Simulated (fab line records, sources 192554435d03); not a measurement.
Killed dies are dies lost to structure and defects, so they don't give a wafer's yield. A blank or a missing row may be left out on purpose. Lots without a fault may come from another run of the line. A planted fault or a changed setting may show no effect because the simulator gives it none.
fab line records | flow n5_finfet
record lots=4 wafers=12 last_day=20
route steps=1938 shown BEOL_M7@1288 PASSIVATION@1936
lots that met no fault: from a run of the same line without faults
start_h: hours from the record's first day to the start of the lot's first wafer shown | wait_h: hours since the lot's step before | " the same as in the row above | L1.1+2: a row that stands for several wafers | - no value, or no start given | * or withheld: withheld | < > ~ a bound
route shown NAME@n: a module of which the file shows steps, and the number in the route of the first | usual: mean/standard deviation of fault-free wafers | same: alike in all rows | chamber/n: place in a boat | sites: the reading at each site | _std_site: their standard deviation | _edge_site: outer sites' mean less inner sites' | radius_mm: how far each site lies from the wafer's centre | mask NAME#n: copy n | behind: the tool/chamber that last shaped the wafer | hold: why the lot was held/for how many hours/how that ended | device: the transistor (n, p or np) that didn't switch | end of line: the same wafers' tests at the end of the route | a step without rows: its recipe alone | killed: dies lost to structure and defects at the first sort, not the wafer's yield | map: a wafer's dies, x killed, . not, _ none there
set.NAME: the setting as run; set.NAME@STEP: as run at that earlier step | model.NAME: the simulator's own value behind a step, which no gauge read
lots at some steps of the route; a table a step, a row a wafer
services: from which hour (start_h, from the record's first day; less than 0 if before it) a tool's chamber was out of use, for how many hours, and why
## steps
# step N5_BEOL_M7_COAT_64
# recipe resist=SiARC temp_c=220 time_s=60 spin_rpm=1500 resist_thk_nm=12
# step N5_BEOL_M7_COAT_71
# recipe resist=underlayer temp_c=205 time_s=60 spin_rpm=1500 resist_thk_nm=5
# step N5_BEOL_M7_COAT_22
# recipe resist=CAR-EUV spin_rpm=1500 resist_thk_nm=30
# step N5_BEOL_M7_EBR_24
# recipe solvent=PGMEA ebr_width_mm=1.5
# step N5_BEOL_M7_SOFTBAKE_23
# recipe temp_c=110 time_s=60 resist=CAR-EUV
# step N5_BEOL_M7_EXPOSE_25
# recipe mask_id=V6 na=0.33 source_shape=annular sigma_inner=0.4 sigma_outer=0.8 polarization=unpolarized target_cd_nm=40 dose_mj=42.5
# step N5_BEOL_M7_PEB_26
# recipe peb_temp_c=100 peb_time_s=60 resist=CAR-EUV
# step N5_BEOL_M7_DEVELOP_27
# recipe develop_time_s=30 developer=TMAH resist=CAR-EUV rinse_liquid=surfactant_rinse dry=air_spin dev_temp_c=23
# step N5_BEOL_M7_DESCUM_33
# recipe chemistry=O2 time_s=7 source_power_w=50 bias_power_w=20 pressure_mtorr=20 rf_frequency_hz=2.712e+07 temp_c=40 resist=CAR-EUV o2_flow_sccm=225
# step N5_BEOL_M7_ETCH_72
# recipe chemistry=N2/H2 target=underlayer target_depth_a=65 mask_material=CAR-EUV time_s=5.2 ion_energy_ev=200 pressure_mtorr=30 source_w=840 bias_w=150 n2_flow_sccm=200 h2_flow_sccm=200 ends=cleared
# usual drypump_motor_current_A=5.6/0.48 etch_rf_on_time_s=5.19/0.088 oes_product_au=0.69/0.08 rf_vpp_V=524.0/2.9 showerhead_plenum_p_Torr=2.55/0.097 throttle_valve_pct=17.82/0.24
# columns lot.wafer tool chamber start_h wait_h drypump_motor_current_A etch_rf_on_time_s oes_product_au rf_hours_counter_h rf_vpp_V showerhead_plenum_p_Torr throttle_valve_pct
L108.3 rie_diel-06 1 224.90 0.0 5.6 5.22 0.59 224 527.2 2.62 18.29
L108.5 " 0 " " 5.2 5.15 0.78 - 521.6 2.49 17.58
L108.6 " 1 " " 5.6 5.28 0.59 - 526.2 2.62 18.29
L110.2 rie_diel-06 2 238.48 0.0 6.4 5.10 0.64 174 519.8 2.42 17.63
L110.3 " 0 " " 5.2 5.16 0.78 25 523.9 2.49 17.59
L110.5 " 3 " " 5.5 5.18 0.59 - 522.9 2.52 18.16
L113.1 rie_diel-06 1 258.92 0.0 5.6 5.19 0.58 232 527.4 2.62 18.30
L113.3 " 0 " " 5.2 5.10 0.77 31 523.0 2.48 17.61
L113.4 " 3 " " 5.4 5.12 0.58 222 520.8 2.52 18.16
L128.1 rie_diel-03 0 390.31 0.0 4.7 5.32 0.65 106 520.8 2.46 17.67
L128.4 " 3 " " 5.5 5.25 0.70 - 529.7 2.69 17.73
L128.5 " 2 " " 5.3 5.21 0.75 - 527.6 2.69 17.77
# step N5_BEOL_M7_ETCH_65
# recipe chemistry=CF4 target=SiARC target_depth_a=156 mask_material=CAR-EUV time_s=26 ion_energy_ev=80 pressure_mtorr=40 source_w=545 bias_w=36 Ar_flow_sccm=100 cf4_flow_sccm=100 ends=cleared
# step N5_BEOL_M7_ETCH_66
# recipe chemistry=N2/H2 target=SOC target_depth_a=800 overetch_a=160 mask_material=SiARC temp_c=40 time_s=120 ion_energy_ev=200 pressure_mtorr=30 source_w=840 bias_w=150 n2_flow_sccm=200 h2_flow_sccm=200
# step N5_BEOL_M7_STRIP_69
# recipe chemistry=N2/H2 temp_c=40 n2_flow_sccm=200 h2_flow_sccm=200 rf_frequency_hz=6e+07
# step N5_BEOL_M7_STRIP_73
# recipe chemistry=N2/H2 temp_c=40 n2_flow_sccm=200 h2_flow_sccm=200 rf_frequency_hz=6e+07
# step N5_BEOL_M7_VIA_ETCH_34
# recipe chemistry=C4F6/O2 target=SiCOH_lowk target_depth_a=1255 mask_material=SOC taper_deg=4 time_s=50.5 ion_energy_ev=250 pressure_mtorr=30 source_w=345 bias_w=185 Ar_flow_sccm=300 C4F6_flow_sccm=10 O2_flow_sccm=10
# step N5_BEOL_M7_STRIP_76
# recipe chemistry=C4F6/O2 resist=SiARC rf_frequency_hz=6e+07
# step N5_BEOL_M7_STRIP_36
# recipe chemistry=N2/H2 power_w=450 temp_c=40 pressure_mtorr=20 rf_frequency_hz=6e+07 overash_fraction=0.3 bias_power_w=7 h2_frac=0.5 n2_flow_sccm=200 h2_flow_sccm=200
# step N5_BEOL_M7_TRENCH_ETCH_37
# recipe chemistry=C4F6/O2 target_depth_a=934.78 target=SiCOH_lowk time_s=31.2 ion_energy_ev=250 pressure_mtorr=30 source_w=345 bias_w=185 Ar_flow_sccm=300 C4F6_flow_sccm=10 O2_flow_sccm=10
# step N5_BEOL_M7_ETCH_41
# recipe chemistry=CH3F/O2 target=SiCN target_depth_a=319 taper_deg=2 time_s=57.8 ion_energy_ev=120 mask_material=TiN pressure_mtorr=30 source_w=395 bias_w=75 Ar_flow_sccm=150 CH3F_flow_sccm=30 O2_flow_sccm=20
# step N5_BEOL_M7_STRIP_80
# recipe chemistry=N2/H2 time_s=10 power_w=450 temp_c=40 pressure_mtorr=20 rf_frequency_hz=6e+07 bias_power_w=7 n2_flow_sccm=200 h2_flow_sccm=200
# step N5_BEOL_M7_HM_STRIP_39
# recipe chemistry=peroxide_tin_strip material=TiN target_depth_a=250 temp_c=50 time_s=158
# step N5_BEOL_M7_SRD_40
# recipe time_s=30 temp_c=23 rinse_liquid=diw dry=ipa_marangoni
# step N5_BEOL_M7_PRECLEAN_42
# recipe chemistry=residue_remover time_s=60 temp_c=40
# step N5_BEOL_M7_SRD_43
# recipe time_s=30 temp_c=23 rinse_liquid=diw dry=ipa_marangoni
# step N5_BEOL_M7_CURE_75
# recipe temp_c=370 time_s=120 ambient=DMADMS/He material=SiCOH_lowk
# step N5_BEOL_M7_DEGAS_44
# recipe ambient=vacuum temp_c=250 time_s=60
# step N5_BEOL_M7_PRE_CLEAN_45
# recipe gas=H2/He time_s=30 temp_c=250
# step N5_BEOL_M7_ALD_77
# recipe material=TaN target_thk_a=20 temp_c=275 ald_precursor_family=PDMAT ald_co_reactant=NH3 pressure_torr=3 carrier_flow_sccm=1500 pulse_time_s=2 purge_time_s=3 co_reactant_purge_time_s=2 co_reactant_pulse_time_s=3 ald_cycles=40 precursor_vessel_temp_c=75 precursor_vessel_pressure_torr=26.25 precursor_vessel_carrier_sccm=1000
# step N5_BEOL_M7_SURFACE_TREAT_79
# recipe gas=Ar time_s=* ion_energy_ev=* ion_current_ma_cm2=0.5 pressure_mtorr=* ar_flow_sccm=30
# step N5_BEOL_M7_CVD_78
# recipe material=Co target_thk_a=20 temp_c=withheld precursor=CCTBA/H2 pressure_torr=30 time_s=142.3
# step N5_BEOL_M7_SPUTTER_48
# recipe material=Cu target_thk_a=100 temp_c=-20 bias_v=60 power_w=26000 chamber_pressure_pa=0.13 time_s=1.667
# step N5_BEOL_M7_ECD_50
# recipe material=Cu target_thk_a=3000
# step N5_BEOL_M7_ANNEAL_51
# recipe temp_c=225 time_s=90 ambient=N2
# step N5_BEOL_M7_CMP_52
# recipe stop_on=SiCOH_lowk t_overpolish_s=6.9 down_force_psi=1 platen_rpm=50 clearing_platen_down_force_psi=1.5 clearing_platen_rpm=50 post_cmp_clean=cu_alkaline target_thk_nm=80 clearing_platen_pad_velocity_m_s=0.99484 pad_velocity_m_s=0.99484
# step N5_BEOL_M7_PRE_CLEAN_55
# recipe gas=NH3 time_s=15 temp_c=withheld rf_power_w=300
# step N5_BEOL_M7_DEP_56
# recipe material=SiCN target_thk_a=100 temp_c=withheld precursor=3MS/NH3 pressure_torr=3 rf_w=202 time_s=17.5
# step N5_PASSIVATION_PROBE_49
# usual defect_limited_yield=91.6/1.6 killed_at_M0_to_M3=32/9.7 killed_at_M4_up=13/4.4 killed_at_contacts=12/6.5 killed_at_front_end=38/12 killed_at_other=3.7/3 killed_dies=99/18 killed_on_rim=13/3.9 killed_open=66/14 killed_short=32/7.5 sort_bin_5_function=4.9/1 sort_bin_6_memory=3.2/0.73 sort_n_pass=1081/18 sort_yield_pct=91.6/1.6
# same gross_dies=1180 killed_at_back_side=0 sort_bin_4_leakage[%]=0 sort_bin_8_speed[%]=0
# columns lot.wafer tool chamber start_h wait_h defect_limited_yield[%] killed_at_M0_to_M3 killed_at_M4_up killed_at_contacts killed_at_front_end killed_at_other killed_dies killed_on_rim killed_open killed_short sort_bin_5_function[%] sort_bin_6_memory[%] sort_n_pass sort_yield_pct[%]
L108.3 prober-01 - 299.23 0.1 89.2 41 13 16 56 1 127 15 89 34 6.4 4.1 1053 89.2
L108.5 prober-01 - 299.33 0.2 89.3 42 14 8 59 3 126 14 87 39 6.3 3.7 1054 89.3
L108.6 prober-01 - 299.38 0.3 88.8 60 16 9 45 2 132 19 100 31 6.5 4.4 1048 88.8
L110.2 prober-02 - 319.30 0.1 92.4 24 15 27 21 3 90 14 65 25 4.3 3.0 1090 92.4
L110.3 prober-02 - 319.35 0.1 94.5 20 6 9 29 1 65 16 46 19 3.4 1.9 1115 94.5
L110.5 prober-02 - 319.45 0.2 81.9 17 139 27 29 1 213 9 61 25 12.5 4.0 967 81.9
L113.4 prober-02 - 329.40 0.2 80.8 31 143 14 35 4 227 10 69 23 12.0 5.0 953 80.8
# killed by level:class
L108.3 STI_FIN_REVEAL:geometric_particle:open=16 BEOL_M3:geometric_particle:open=15 MOL_CONTACT_COAG:geometric_particle:open=12 BEOL_M0:geometric_particle:open=8 STI_FIN_REVEAL:geometric_particle:short=7 FIN_SAQP:geometric_particle:open=6 FIN_SAQP:geometric_particle:short=6 GATE_CUT:geometric_particle:short=6
L108.5 STI_FIN_REVEAL:geometric_particle:open=17 FIN_SAQP:geometric_particle:open=13 BEOL_M3:geometric_particle:open=13 BEOL_M0_SAQP:geometric_particle:open=8 GATE_CUT:geometric_particle:open=7 BEOL_M4:geometric_particle:open=7 FIN_SAQP:geometric_particle:short=6 BEOL_M0_SAQP:geometric_particle:short=6
L108.6 STI_FIN_REVEAL:geometric_particle:open=24 BEOL_M3:geometric_particle:open=24 BEOL_M0_SAQP:geometric_particle:open=8 BEOL_M1:geometric_particle:open=7 BEOL_M0:geometric_particle:open=7 FIN_SAQP:geometric_particle:open=6 BEOL_M4:geometric_particle:open=6 STI_FIN_REVEAL:geometric_particle:short=5
L110.2 MOL_CONTACT_COAG:geometric_particle:open=24 BEOL_M4:geometric_particle:open=8 STI_FIN_REVEAL:geometric_particle:open=7 BEOL_M0_SAQP:geometric_particle:short=6 BEOL_M0_SAQP:geometric_particle:open=5 BEOL_M1:geometric_particle:open=4 DUMMY_GATE:geometric_particle:short=3 MOL_CONTACT_COAG:geometric_particle:short=3
L110.3 MOL_CONTACT_COAG:geometric_particle:open=8 STI_FIN_REVEAL:geometric_particle:open=6 DUMMY_GATE:geometric_particle:open=6 FIN_SAQP:geometric_particle:open=5 FIN_SAQP:geometric_particle:short=4 BEOL_M0_SAQP:geometric_particle:open=4 BEOL_M0_SAQP:geometric_particle:short=4 BEOL_M1:geometric_particle:open=4
L110.5 BEOL_M7:unspecified=126 MOL_CONTACT_COAG:geometric_particle:open=20 MOL_CONTACT_COAG:geometric_particle:short=7 FIN_SAQP:geometric_particle:open=5 BEOL_M4:geometric_particle:open=5 ILD0:geometric_particle:open=4 BEOL_M3:geometric_particle:open=4 STI_FIN_REVEAL:geometric_particle:open=3
L113.4 BEOL_M7:unspecified=132 FIN_SAQP:geometric_particle:open=12 MOL_CONTACT_COAG:geometric_particle:open=10 BEOL_M1:geometric_particle:open=9 BEOL_M2:geometric_particle:open=8 FIN_SAQP:geometric_particle:short=6 BEOL_M0_SAQP:geometric_particle:open=6 BEOL_M4:geometric_particle:open=5
# map L110.5 (x killed, . not)
_________________............________________
______________......x..........._____________
___________........................__________
__________.......................x.._________
________x......x......................_______
_______...........x....................______
______x............x...............x...._____
_____..x...x....x..........x...........x.____
____..................x...x..............x___
___...............x......................x.__
___.....x.........x...................x....__
__..................x......................._
__....x...............x...x....xx...x......._
_.................x...x...............x...x..
_.............x........................xx....
_.xx........x.......x........................
_...........xx...........xx...x.xx...x...x.x.
_...........x...........x.x.xx.x....x.xx.....
_....xx...x.........x..xxxxx.xxx..x.....x....
_..................x..xxxxxxxxxxxx.....x..x..
_.......x...xx........xxxxxxxxxxx.xx.x....x..
__......x............xxxxxxxxxxxxxxx........_
__...............x..xx.xxxxxxxxxx.x.....x..._
___...........x......xxxxxxxxxxxxxx........__
___...........xx......xxxxxxxxxxxx.........__
____...............x.x.xxxxxxxx.xx........___
_____..........x....x...xxxx.xx..xx.x..x.____
______.........x.......xxxxxxxxxxx......_____
_______x.x..........x.x............x...______
________...............x...x.x........_______
__________...x......................_________
___________........x...............__________
______________.................x_____________
_________________..x.........________________
# map L113.4 (x killed, . not)
_________________............________________
______________..x.x............._____________
___________x........x........x.....__________
__________..x...............xx......_________
________.x.........x..........x....x.._______
_______..x......................x..x...______
______...x............x................._____
_____.....x..............................____
____........x.x...............xx..x..x....___
___..x....x...............x................__
___.....x...........x.....................x__
__..........x.................x....xx......._
__.....................................x...._
_....x...................................x...
_......x....................x...x............
_.....x................x...x.........x....xx.
_............x..x.....x.....x.............x..
_........x.....x.....x....xxxxx........x.....
_........x..........x..xxxxxxxx.xx...x.......
_......x...x...x......xx.xxxxxxx.x.....x.x...
_.....x...........x..xxxxxxxxxxxx.x.x........
__...........x.......xxxxxxxxxxxxx.x.x......_
__.x.......x.....x...xxxxxxxxxxxxxxx..x..x.._
___......x...x....x..xxxxxxxxxxxxxx...x....__
___....x.x............xxxxxxxxxxxxx........__
____..x..............xx.xxxxxxxxxx........___
_____...x...........x.xxxx.xxxxxx..xx....____
______.x........x......xx.xx.xx..x......_____
_______..x..x...x...........x..x.......______
________...x..................x......._______
__________....x...x...x......x......_________
___________.........x...x...x..x...__________
______________....x............._____________
_________________..x.x.......________________
## services
# columns tool chamber start_h hours kind
rie_diel-03 2 225.34 - clean
rie_diel-03 2 225.34 - consumable_replace:focus_ring
rie_diel-03 2 225.34 - consumable_replace:showerhead
rie_diel-03 2 225.34 18.0 scheduled_down
rie_diel-03 2 225.34 18.0 vent_cycle
rie_diel-06 3 252.54 2.8 repair
rie_diel-03 1 260.48 6.6 repair
rie_diel-03 1 280.85 - clean
rie_diel-03 1 280.85 - consumable_replace:focus_ring
rie_diel-03 1 280.85 20.3 scheduled_down
rie_diel-03 1 280.85 20.3 vent_cycle
rie_diel-03 3 318.68 3.2 repair
rie_diel-06 3 326.10 3.0 repair
rie_diel-06 1 356.46 - clean
rie_diel-06 1 356.46 - consumable_replace:focus_ring
rie_diel-06 1 356.46 29.5 scheduled_down
rie_diel-06 1 356.46 29.5 vent_cycle
rie_diel-03 2 381.01 1.2 repair
rie_diel-06 - 385.21 14.6 pm
rie_diel-03 1 388.62 8.8 repair
## key
first_sign step=N5_PASSIVATION_PROBE_49 reading=killed_at_M4_up direction=up sigmas=29 usual=13 struck=141
effect step=N5_PASSIVATION_PROBE_49 reading=killed_dies direction=up sigmas=6.5 usual=99 struck=220
more_kills_born_at N5_BEOL_M7_ETCH_72@rie_diel-06=258
met_at N5_BEOL_M7_ETCH_72
struck_wafers L110.5,L113.4
fault kind=chamber_particle_source tool=rie_diel-06 chamber=3 onset_h=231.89 steps=N5_BEOL_M7_ETCH_72 rate_per_visit_cm2=0.77055 end_h=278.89
